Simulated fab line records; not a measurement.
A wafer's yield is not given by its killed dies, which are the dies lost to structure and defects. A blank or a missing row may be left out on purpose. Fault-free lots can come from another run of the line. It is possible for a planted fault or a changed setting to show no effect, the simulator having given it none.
Chamber matching    flow nand-harc    NHARC_A_M0_DESCUM_14 on rie-diel-05 has 4 sister chambers
The step chemistry O2, time 3 s. 8 wafers are shown with their chamber, then 9 later ones without.

WAFERS WITH THEIR CHAMBER
wafer   chamber  drypump-motor-current-A (A)  rf-vpp-V (V)
L079.3  1        6.0                          57.7
L079.5  1        6.0                          56.5
L081.5  0        5.4                          57.5
L084.5  2        5.6                          57.9
L084.6  3        5.5                          58.4
L086.2  2        5.6                          59.5
L086.5  3        5.5                          58.2
L086.6  0        5.5                          60.0

WAFERS MISSING THEIR CHAMBER
wafer   drypump-motor-current-A (A)  rf-vpp-V (V)
L088.1  6.0                          58.8
L088.4  5.5                          58.7
L088.6  5.7                          59.2
L091.1  5.5                          58.5
L091.3  5.5                          58.1
L091.6  5.5                          57.9
L096.2  5.5                          58.5
L096.3  6.0                          59.3
L096.4  5.6                          57.9

THE CHAMBER EACH PASSED THROUGH
wafer   from the rows above      in truth
L088.1  1                        1
L088.4  can't be placed: 3 or 0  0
L088.6  2                        2
L091.1  can't be placed: 3 or 0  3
L091.3  can't be placed: 3 or 0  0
L091.6  can't be placed: 3 or 0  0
L096.2  can't be placed: 3 or 0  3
L096.3  1                        1
L096.4  2                        2
4 of 9 placed correctly. Not placeable from these rows: 5 (in 5, the candidates include the true chamber). 0 placed wrongly.
How it was worked out, from the rows above alone: a wafer's distance from a chamber is the root of the sum, over the readings, of the square of ((its reading less the chamber's mean) divided by the reading's scatter). If the next closest chamber is less than 2 further off than the closest, the wafer can't be placed; otherwise it belongs to the closest. A chamber's mean is the mean of its shown wafers. The scatter: take each reading less its chamber's mean, square it, sum over the shown wafers, divide by the number of wafers less the number of chambers, and take the root.
